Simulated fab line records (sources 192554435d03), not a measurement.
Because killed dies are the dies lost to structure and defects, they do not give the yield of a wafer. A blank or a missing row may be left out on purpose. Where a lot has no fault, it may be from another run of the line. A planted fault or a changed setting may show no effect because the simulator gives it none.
Matching of chambers | flow n5-finfet | 4 sister chambers for N5_BEOL_M10_VIA_ETCH_34 on rie-diel-04
The step etches SiCOH lowk in C4F6/O2, target depth 184.5 nm, time 69.2 s. 20 wafers are shown with their chamber, then 10 later ones without.

WAFERS, EACH WITH ITS CHAMBER
wafer  | chamber | rf-vpp-V (V) | showerhead-plenum-p-Torr (Torr) | drypump-motor-current-A (A)
L074.2 | 2       | 638          | 2.93                            | 5.5
L074.3 | 3       | 671          | 2.79                            | 6.2
L074.4 | 0       | 692          | 2.88                            | 6.2
L075.1 | 3       | 671          | 2.79                            | 6.1
L075.5 | 3       | 672          | 2.79                            | 6.2
L075.6 | 0       | 692          | 2.88                            | 6.2
L078.1 | 1       | 685          | 2.82                            | 5.4
L078.5 | 0       | 692          | 2.87                            | 6.2
L078.6 | 1       | 686          | 2.82                            | 5.5
L077.3 | 2       | 637          | 2.93                            | 5.4
L077.4 | 2       | 639          | 2.93                            | 5.5
L077.6 | 3       | 671          | 2.78                            | 6.1
L082.1 | 3       | 671          | 2.78                            | 6.1
L082.3 | 1       | 686          | 2.81                            | 5.4
L082.5 | 1       | 685          | 2.81                            | 5.4
L088.2 | 3       | 669          | 2.77                            | 6.1
L088.4 | 3       | 670          | 2.77                            | 6.2
L088.6 | 1       | 685          | 2.81                            | 5.4
L087.1 | 3       | 670          | 2.77                            | 6.1
L087.4 | 0       | 691          | 2.87                            | 6.2

SIGNATURES, as means of the wafers listed above
reading                  | chamber 0 | chamber 1 | chamber 2 | chamber 3 | scatter within a chamber
rf-vpp-V                 | 691.75    | 685.40    | 638.00    | 670.62    | 0.784
showerhead-plenum-p-Torr | 2.8750    | 2.8140    | 2.9300    | 2.7800    | 0.00716
drypump-motor-current-A  | 6.200     | 5.420     | 5.467     | 6.138     | 0.0457
Rule: for each reading, subtract the chamber's mean from the wafer's reading, divide by that reading's scatter and square the result; add these up over the readings and take the root, which gives the wafer's distance from the chamber. If the next closest chamber is less than 2 further off than the closest, the wafer can't be placed; otherwise it belongs to the closest. The scatter is the square root of a quotient: the sum, over the shown wafers, of each reading's squared deviation from its chamber's mean, divided by wafers minus chambers.

WAFERS WITH NO CHAMBER GIVEN
wafer  | rf-vpp-V (V) | showerhead-plenum-p-Torr (Torr) | drypump-motor-current-A (A)
L087.5 | 671          | 2.77                            | 6.1
L089.2 | 635          | 2.92                            | 5.5
L089.4 | 691          | 2.86                            | 6.2
L089.6 | 637          | 2.92                            | 5.5
L091.1 | 692          | 2.86                            | 6.2
L091.2 | 686          | 2.81                            | 5.4
L091.6 | 638          | 2.92                            | 5.5
L095.1 | 684          | 2.81                            | 5.4
L095.4 | 670          | 2.77                            | 6.2
L095.5 | 690          | 2.86                            | 6.2

CHAMBER TAKEN BY EACH
wafer  | from the rows above | in truth
L087.5 | 3                   | 3
L089.2 | 2                   | 2
L089.4 | 0                   | 0
L089.6 | 2                   | 2
L091.1 | 0                   | 0
L091.2 | 1                   | 1
L091.6 | 2                   | 2
L095.1 | 1                   | 1
L095.4 | 3                   | 3
L095.5 | 0                   | 0
Placed correctly: 10 of 10. Number that these rows cannot place: 0. Placed wrongly: 0.
